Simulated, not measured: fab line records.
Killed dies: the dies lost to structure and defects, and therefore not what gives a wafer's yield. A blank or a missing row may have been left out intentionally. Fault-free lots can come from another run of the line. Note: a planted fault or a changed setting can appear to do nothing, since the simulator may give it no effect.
fab line records | flow n5_finfet | part 2 of 2: steps 18 to 30 of 30
[record] lots = 5 | wafers = 15 | last_day = 16
route steps=1938 shown BEOL_M2@850
lots that met no fault: from a run of the same line without faults
start_h: hours from the record's first day to the start of the lot's first wafer shown | wait_h: hours since the lot's step before | " as in the row above | L1.1+2: a row that stands for several wafers | - no value present, or no start provided | * or withheld: withheld | < > ~ a bound
route shown NAME@n: a module of which the file shows steps, and the number in the route of the first | usual: the fault-free wafers' mean and standard deviation | same: alike in all rows | chamber/n: place in a boat | sites: each site's reading | _std_site: how widely they spread, as a standard deviation | _edge_site: outer sites' mean less inner sites' | radius_mm: for every site, how far away it sits from the centre of the wafer | mask NAME#n: copy n | behind: tool/chamber where the wafer was last shaped | hold: cause of the lot's hold/its duration in hours/its outcome | device: names the non-switching transistor (n, p or np) | end of line: the route-end tests of the same wafers | where a step has no rows: the recipe by itself | killed: dies that structure and defects cost at the first sort, which is not the same as the wafer's yield | map: a wafer's dies, marking killed ones x, the rest . and places with no die _
set.NAME: setting as actually run; set.NAME@STEP: the setting as run at that earlier step | model.NAME: the simulator's own value behind a step, which no gauge read
lots seen at some steps along the route; tables by step, rows by wafer
services: from which hour (start_h, from the record's first day; less than 0 if before it) a tool's chamber was out of use, for how many hours, and why
[[steps]]
[step N5_BEOL_M2_COAT_67]
[recipe] resist = SOC | temp_c = 250 | time_s = 60 | spin_rpm = 1500 | resist_thk_nm = 60
lot.wafer  | tool           | chamber | start_h | wait_h
L074.1+2+4 | litho_track-02 | 0       | 138.80  | 0.0
L081.1+3+5 | litho_track-05 | 0       | 174.71  | 0.0
L087.4+5+6 | litho_track-02 | 0       | 212.98  | 0.0
L090.1+4+6 | litho_track-01 | 0       | 232.01  | 0.0
L092.1+3+5 | litho_track-01 | 0       | 259.28  | 0.0
[step N5_BEOL_M2_COAT_68]
[recipe] resist = SiARC | temp_c = 220 | time_s = 60 | spin_rpm = 1500 | resist_thk_nm = 12
lot.wafer  | tool           | chamber | start_h | wait_h
L074.1+2+4 | litho_track-02 | 0       | -       | -
L081.1+3+5 | litho_track-05 | 0       | -       | -
L087.4+5+6 | litho_track-02 | 0       | -       | -
L090.1+4+6 | litho_track-01 | 0       | -       | -
L092.1+3+5 | litho_track-01 | 0       | -       | -
[step N5_BEOL_M2_COAT_76]
[recipe] resist = underlayer | temp_c = 205 | time_s = 60 | spin_rpm = 1500 | resist_thk_nm = 5
lot.wafer  | tool           | chamber | start_h | wait_h
L074.1+2+4 | litho_track-02 | 0       | -       | -
L081.1+3+5 | litho_track-05 | 0       | -       | -
L087.4+5+6 | litho_track-02 | 0       | -       | -
L090.1+4+6 | litho_track-01 | 0       | -       | -
L092.1+3+5 | litho_track-01 | 0       | -       | -
[step N5_BEOL_M2_COAT_22]
[recipe] resist = CAR-EUV | spin_rpm = 1500 | resist_thk_nm = 30
lot.wafer  | tool           | chamber | start_h | wait_h
L074.1+2+4 | litho_track-02 | 0       | -       | -
L081.1+3+5 | litho_track-05 | 0       | -       | -
L087.4+5+6 | litho_track-02 | 0       | -       | -
L090.1+4+6 | litho_track-01 | 0       | -       | -
L092.1+3+5 | litho_track-01 | 0       | -       | -
[step N5_BEOL_M2_EBR_24]
[recipe] solvent = PGMEA | ebr_width_mm = 1.5
lot.wafer  | tool           | chamber | start_h | wait_h
L074.1+2+4 | litho_track-02 | 0       | -       | -
L081.1+3+5 | litho_track-05 | 0       | -       | -
L087.4+5+6 | litho_track-02 | 0       | -       | -
L090.1+4+6 | litho_track-01 | 0       | -       | -
L092.1+3+5 | litho_track-01 | 0       | -       | -
[step N5_BEOL_M2_SOFTBAKE_23]
[recipe] temp_c = 110 | time_s = 60 | resist = CAR-EUV
lot.wafer  | tool           | chamber | start_h | wait_h
L074.1+2+4 | litho_track-02 | 0       | -       | -
L081.1+3+5 | litho_track-05 | 0       | -       | -
L087.4+5+6 | litho_track-02 | 0       | -       | -
L090.1+4+6 | litho_track-01 | 0       | -       | -
L092.1+3+5 | litho_track-01 | 0       | -       | -
[step N5_BEOL_M2_EXPOSE_25]
[recipe] mask_id = V1 | na = 0.33 | source_shape = quasar | sigma_inner = 0.2 | sigma_outer = 0.8 | polarization = unpolarized | defocus_nm = 5 | dose_mj = 63
[usual] reticle_temp_C = 23.03/0.1
[same] sigma_outer = 0.8
lot.wafer | tool           | chamber | start_h | wait_h | mask | reticle_temp_C
L074.1    | euv_scanner-02 | 0       | 139.06  | -      | V1#0 | 23.14
L074.2    | "              | 0       | "       | "      | V1#0 | 23.10
L074.4    | "              | 0       | "       | "      | V1#0 | 23.04
L081.1    | euv_scanner-01 | 0       | 174.97  | -      | V1#0 | 23.09
L081.3    | "              | 0       | "       | "      | V1#0 | 23.10
L081.5    | "              | 0       | "       | "      | V1#0 | 23.24
L087.4    | euv_scanner-02 | 0       | 213.17  | -      | V1#0 | 23.02
L087.5    | "              | 0       | "       | "      | V1#0 | 23.10
L087.6    | "              | 0       | "       | "      | V1#0 | 23.05
L090.1    | euv_scanner-01 | 0       | 232.28  | -      | V1#0 | 23.04
L090.4    | "              | 0       | "       | "      | V1#0 | 23.00
L090.6    | "              | 0       | "       | "      | V1#0 | 23.12
L092.1    | euv_scanner-02 | 0       | 259.54  | -      | V1#0 | 22.80
L092.3    | "              | 0       | "       | "      | V1#0 | 22.97
L092.5    | "              | 0       | "       | "      | V1#0 | 22.90
[step N5_BEOL_M2_PEB_26]
[recipe] peb_temp_c = 100 | peb_time_s = 60 | resist = CAR-EUV
lot.wafer  | tool           | chamber | start_h | wait_h
L074.1+2+4 | litho_track-02 | 0       | 139.14  | 0.1
L081.1+3+5 | litho_track-01 | 0       | 175.05  | 0.1
L087.4+5+6 | litho_track-01 | 0       | 213.23  | 0.0
L090.1+4+6 | litho_track-02 | 0       | 232.35  | 0.1
L092.1+3+5 | litho_track-05 | 0       | 259.62  | 0.1
[step N5_BEOL_M2_DEVELOP_27]
[recipe] develop_time_s = 30 | developer = TMAH | resist = CAR-EUV | rinse_liquid = surfactant_rinse | dry = air_spin | dev_temp_c = 23
lot.wafer  | tool           | chamber | start_h | wait_h
L074.1+2+4 | litho_track-02 | 0       | -       | -
L081.1+3+5 | litho_track-01 | 0       | -       | -
L087.4+5+6 | litho_track-01 | 0       | -       | -
L090.1+4+6 | litho_track-02 | 0       | -       | -
L092.1+3+5 | litho_track-05 | 0       | -       | -
[step N5_BEOL_M2_CD_MEAS_28]
[recipe] target_cd_nm = 26.2 | landing_energy_ev = 500 | detector = se_inlens | target_cd_y_nm = 24.1 | polarity = opening
[usual] cd_nm = 26.14/0.25
lot.wafer | tool      | chamber | start_h | wait_h | cd_nm
L074.1    | cd_sem-01 | 0       | 139.20  | -      | 25.93
L074.2    | "         | 0       | "       | "      | 26.08
L074.4    | "         | 0       | "       | "      | 25.99
L081.1    | cd_sem-01 | 0       | 175.12  | -      | 26.39
L081.3    | "         | 0       | "       | "      | 26.38
L081.5    | "         | 0       | "       | "      | 26.27
L087.4    | cd_sem-01 | 0       | 213.29  | -      | 26.35
L087.5    | "         | 0       | "       | "      | 26.00
L087.6    | "         | 0       | "       | "      | 26.22
L090.1    | cd_sem-03 | 0       | 232.42  | -      | 26.26
L090.4    | "         | 0       | "       | "      | 26.02
L090.6    | "         | 0       | "       | "      | 26.42
L092.1    | cd_sem-01 | 0       | 259.68  | -      | 25.93
L092.3    | "         | 0       | "       | "      | 26.01
L092.5    | "         | 0       | "       | "      | 25.92
[step N5_BEOL_M2_OVL_MEAS_29]
[recipe] points_per_wafer = 522
[usual] V1_OVL = 0.2/0.73
lot.wafer | tool       | chamber | start_h | wait_h | V1_OVL[nm]
L074.1    | overlay-01 | 0       | 139.24  | 0.0    | 0.8
L074.2    | "          | 0       | "       | "      | 0.2
L074.4    | "          | 0       | "       | "      | 0.9
L081.1    | overlay-01 | 0       | 175.15  | 0.0    | -0.1
L081.3    | "          | 0       | "       | "      | 1.1
L081.5    | "          | 0       | "       | "      | 0.0
L087.4    | overlay-02 | 0       | 213.34  | 0.0    | 0.4
L087.5    | "          | 0       | "       | "      | 0.2
L087.6    | "          | 0       | "       | "      | -0.1
L090.1    | overlay-02 | 0       | 232.45  | 0.0    | 1.1
L090.4    | "          | 0       | "       | "      | -0.7
L090.6    | "          | 0       | "       | "      | 0.9
L092.1    | overlay-01 | 0       | 259.72  | 0.0    | 1.0
L092.3    | "          | 0       | "       | "      | 0.9
L092.5    | "          | 0       | "       | "      | 0.9
[step N5_BEOL_M2_INSPECT_30]
[recipe] mode = adi | inspect_instrument = brightfield
[usual] raw_defect_count = 380/88
lot.wafer | tool              | chamber | start_h | wait_h | raw_defect_count
L074.1    | defect_inspect-01 | -       | 139.29  | 0.1    | 273
L074.2    | "                 | -       | "       | "      | 261
L074.4    | "                 | -       | "       | "      | 330
L081.1    | defect_inspect-02 | -       | 175.20  | 0.1    | 448
L081.3    | "                 | -       | "       | "      | 492
L081.5    | "                 | -       | "       | "      | 441
L087.4    | defect_inspect-01 | -       | 213.38  | 0.0    | 328
L087.5    | "                 | -       | "       | "      | 364
L087.6    | "                 | -       | "       | "      | 407
L090.1    | defect_inspect-01 | -       | 232.51  | 0.1    | 302
L090.4    | "                 | -       | "       | "      | 341
L090.6    | "                 | -       | "       | "      | 328
L092.1    | defect_inspect-02 | -       | 259.77  | 0.1    | 334
L092.3    | "                 | -       | "       | "      | 323
L092.5    | "                 | -       | "       | "      | 383
[step N5_BEOL_M2_DESCUM_33]
[recipe] chemistry = O2 | time_s = 7 | source_power_w = 50 | bias_power_w = 20 | pressure_mtorr = 20 | rf_frequency_hz = 2.712e+07 | temp_c = 40 | resist = CAR-EUV | o2_flow_sccm = 225
[usual] chamber_pressure_mTorr = 20.000/0.016 | drypump_motor_current_A = 5.9/0.41 | oes_product_au = 0.79/0.12 | rf_vpp_V = 242.9/1.5 | showerhead_plenum_p_Torr = 2.08/0.081 | throttle_valve_pct = 20.30/0.17
lot.wafer | tool        | chamber | start_h | wait_h | chamber_pressure_mTorr | drypump_motor_current_A | oes_product_au | rf_hours_counter_h | rf_vpp_V | showerhead_plenum_p_Torr | throttle_valve_pct
L074.1    | rie_diel-02 | 3       | 139.47  | 0.2    | 20.010                 | 6.5                     | 0.69           | 196                | 242.8    | 2.08                     | 20.22
L074.2    | "           | 0       | "       | "      | 19.996                 | 6.1                     | 0.69           | 196                | 240.8    | 2.01                     | 20.38
L074.4    | "           | 3       | "       | "      | 19.994                 | 6.5                     | 0.69           | -                  | 244.5    | 2.08                     | 20.22
L081.1    | rie_diel-04 | 0       | 175.27  | 0.1    | 19.972                 | 5.5                     | 0.88           | 48                 | 245.0    | 2.23                     | 20.46
L081.3    | "           | 1       | "       | "      | 20.016                 | 5.5                     | 0.67           | 223                | 242.5    | 2.17                     | 20.31
L081.5    | "           | 3       | "       | "      | 19.960                 | 6.1                     | 0.96           | -                  | 242.2    | 2.05                     | 19.94
L087.4    | rie_diel-02 | 3       | 213.52  | 0.1    | 19.983                 | 6.6                     | 0.68           | -                  | 241.3    | 2.07                     | 20.24
L087.5    | "           | 1       | "       | "      | 19.997                 | 5.9                     | 0.90           | -                  | 243.1    | 2.17                     | 20.31
L087.6    | "           | 0       | "       | "      | 20.022                 | 6.1                     | 0.67           | -                  | 241.6    | 2.00                     | 20.42
L090.1    | rie_diel-02 | 1       | 233.05  | 0.5    | 19.987                 | 5.9                     | 0.88           | 32                 | 242.6    | 2.17                     | 20.34
L090.4    | "           | 1       | "       | "      | 20.029                 | 5.9                     | 0.89           | -                  | 245.2    | 2.17                     | 20.34
L090.6    | "           | 2       | "       | "      | 19.997                 | 5.6                     | 0.97           | -                  | 242.4    | 2.04                     | 20.12
L092.1    | rie_diel-02 | 3       | 259.81  | 0.0    | 20.002                 | 6.5                     | 0.67           | 236                | 243.4    | 2.07                     | 20.27
L092.3    | "           | 1       | "       | "      | 20.003                 | 5.9                     | 0.87           | 40                 | 243.8    | 2.17                     | 20.33
L092.5    | "           | 1       | "       | "      | 19.986                 | 5.9                     | 0.88           | -                  | 244.9    | 2.17                     | 20.35
[[services]]
tool           | chamber | start_h | hours | kind
euv_scanner-01 | -       | 114.20  | 1.0   | pm
rie_diel-04    | 3       | 117.89  | -     | clean
rie_diel-04    | 3       | 117.89  | -     | consumable_replace:focus_ring
rie_metal-03   | -       | 119.07  | 4.3   | pm
euv_scanner-02 | -       | 128.72  | 1.0   | pm
rie_metal-03   | 1       | 138.77  | 2.9   | repair
rie_diel-04    | 3       | 143.18  | 13.8  | repair
litho_track-01 | -       | 145.75  | -     | consumable_replace:filter
rie_metal-03   | 0       | 149.76  | 17.6  | repair
rie_diel-05    | -       | 164.14  | 0.3   | repair
euv_scanner-01 | -       | 168.97  | 1.0   | pm
rie_diel-05    | -       | 171.64  | 2.2   | repair
rie_diel-02    | 3       | 173.21  | 5.4   | repair
rie_diel-04    | 1       | 175.48  | 62.1  | repair
euv_scanner-02 | -       | 184.87  | 1.0   | pm
euv_scanner-02 | -       | 197.64  | 4.6   | pm
rie_diel-05    | 3       | 201.47  | 13.7  | repair
rie_metal-03   | -       | 211.12  | 0.2   | repair
litho_track-05 | -       | 214.03  | -     | consumable_replace:filter
rie_diel-05    | 2       | 219.41  | 2.6   | repair
euv_scanner-01 | -       | 221.35  | 4.6   | pm
rie_diel-02    | 3       | 230.91  | 5.1   | repair
euv_scanner-02 | -       | 241.02  | 1.0   | pm
euv_scanner-01 | -       | 257.14  | 12.0  | pm
